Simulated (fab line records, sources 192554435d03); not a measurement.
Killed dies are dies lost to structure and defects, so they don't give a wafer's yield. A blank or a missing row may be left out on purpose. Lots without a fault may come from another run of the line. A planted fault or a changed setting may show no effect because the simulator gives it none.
A struck lot beside a sound one | flow n5_finfet | 18 steps out of a route of 1938
Sound: wafers L108.3, L108.4, L108.6. Struck: wafers L112.2, L112.4, L112.5. The cause comes at the end.
At each step with rows: each side's tool, then ch and its chambers, then its first start. Under that, the readings that differ: sound wafers | struck wafers | difference of the means | sigmas: that difference in standard deviations of wafers without a fault.
alike: readings whose means differ by less than 2 such deviations, and words and numbers that are the same on both sides. not compared: withheld readings, readings that some wafer has no value for, bounds like >300 that may hide the same value, and numbers for which the record gives no deviation and whose values overlap.
The two part at a step that has a row with sigmas, a row that says differs or no value, or rows on one side only. Numbers that don't overlap but have no deviation are shown without sigmas and don't part them. A reading that every wafer of one side lacks parts them only if that side has two wafers or more.

first, 1 step without rows for these wafers: N5_STI_FIN_REVEAL_SRD_21 (time 30 s).
N5_STI_FIN_REVEAL_OXIDATION_33: chemistry O2 PLASMA REMOTE, time 20 s.
  sound on plasma_asher-01 ch 0,1, day 3 02:58; struck on plasma_asher-02 ch 0,1, day 4 01:56
  alike: drypump_motor_current_A, heater_power_w
  not compared: rf_hours_counter_h
then, 2 steps without rows for these wafers: N5_STI_FIN_REVEAL_CLEAN_19 (cleans in O3/DIW, time 120 s); N5_STI_FIN_REVEAL_SRD_23 (time 30 s).
N5_STI_FIN_REVEAL_CD_MEAS_22: target cd 6.238 nm, pitch 28 nm.
  sound on cd_sem-03, day 3 03:07; struck on cd_sem-02, day 4 02:07
  alike: cd_nm
N5_STI_FIN_REVEAL_FIN_H_MEAS_10:
  sound on ocd-02, day 3 03:09; struck on ocd-01, day 4 02:08
  alike: trench_depth_nm
then, 2 steps without rows for these wafers: N5_STI_FIN_REVEAL_PRECLEAN_18 (cleans in SC2, time 45 s); N5_STI_FIN_REVEAL_SRD_28 (time 30 s).
N5_STI_FIN_REVEAL_INSPECT_13: inspects for defects (darkfield).
  sound on defect_inspect-02, day 3 03:14; struck on defect_inspect-01, day 4 02:13
  alike: raw_defect_count
then, 2 steps without rows for these wafers: N5_DUMMY_GATE_PRECLEAN_00 (cleans in O3/DIW, time 60 s); N5_DUMMY_GATE_SRD_01 (time 30 s).
N5_DUMMY_GATE_ALD_02: deposits SiO2, target thk 2 nm, pulse time 1 s.
  sound on ald_sin-04 ch 0,1,2, day 3 03:20; struck on ald_sin-03 ch 0,1,2, day 4 02:19
  alike: heater_power_w, precursor_pulse_height_rel
N5_DUMMY_GATE_CVD_03: deposits a-Si from SiH4, target thk 150 nm, time 8042 s.
  sound on lpcvd-01 ch 1/50,1/54,1/64, day 3 03:26; struck on lpcvd-02 ch 1/104,1/109,1/95, day 4 02:25
  reading                                     | sound             | struck            | difference | sigmas
  model.a-Si_of_DUMMY_GATE_CVD_03.thk_nm (nm) | 146.6 146.8 146.8 | 110.8 111.2 110.6 | -35.9      |
then, 2 steps without rows for these wafers: N5_DUMMY_GATE_PRECLEAN_46 (cleans in DIW, time 89.5 s); N5_DUMMY_GATE_SRD_47 (dry time 32 s).
N5_DUMMY_GATE_CMP_04: polishes a-Si.
  sound on cmp-04 ch 0,3, day 3 07:11; struck on cmp-02 ch 0,1,2, day 4 08:01
  reading                | sound          | struck      | difference | sigmas
  time_to_endpoint_s (s) | 12.6 13.5 13.7 | 7.4 3.8 5.7 | -7.6       | -3
  alike: motor_current_A
N5_BEOL_M4_RC_MEAS_101:
  the record has rows for the sound wafers here (prober-02 ch 0, day 9 04:18) and none for the struck ones
-- the record jumps here: 11 days lie between the struck wafers' starts before and after (it left off in module BEOL_M4 and takes up again in module PASSIVATION, whose first step shown is number 1936 of the route) --
N5_PASSIVATION_PROBE_49:
  sound on prober-02, day 13 14:02; struck on prober-01, day 15 00:35
  reading                  | sound          | struck         | difference | sigmas
  defect_limited_yield (%) | 91.8 92.2 90.1 | 0 0 0          | -91        | -65
  killed_at_front_end      | 32 40 43       | 1121 1124 1116 | +1082      | +90
  killed_dies              | 97 92 117      | 1180 1180 1180 | +1078      | +63
  killed_on_rim            | 13 18 11       | 152 152 152    | +138       | +35
  sort_bin_5_function (%)  | 5.5 4.3 6.2    | 96.0 95.8 96.0 | +90.6      | +92
  sort_n_pass              | 1083 1088 1063 | 0 0 0          | -1078      | -63
  sort_yield_pct (%)       | 91.8 92.2 90.1 | 0 0 0          | -91        | -65
  alike: killed_at_M0_to_M3, killed_at_M4_up, killed_at_contacts, killed_at_other, killed_open, killed_short, sort_bin_4_leakage, sort_bin_6_memory

WHERE THEY PART
First at N5_DUMMY_GATE_CMP_04; last, within this record, at N5_PASSIVATION_PROBE_49.

WHY: what the simulator had put in
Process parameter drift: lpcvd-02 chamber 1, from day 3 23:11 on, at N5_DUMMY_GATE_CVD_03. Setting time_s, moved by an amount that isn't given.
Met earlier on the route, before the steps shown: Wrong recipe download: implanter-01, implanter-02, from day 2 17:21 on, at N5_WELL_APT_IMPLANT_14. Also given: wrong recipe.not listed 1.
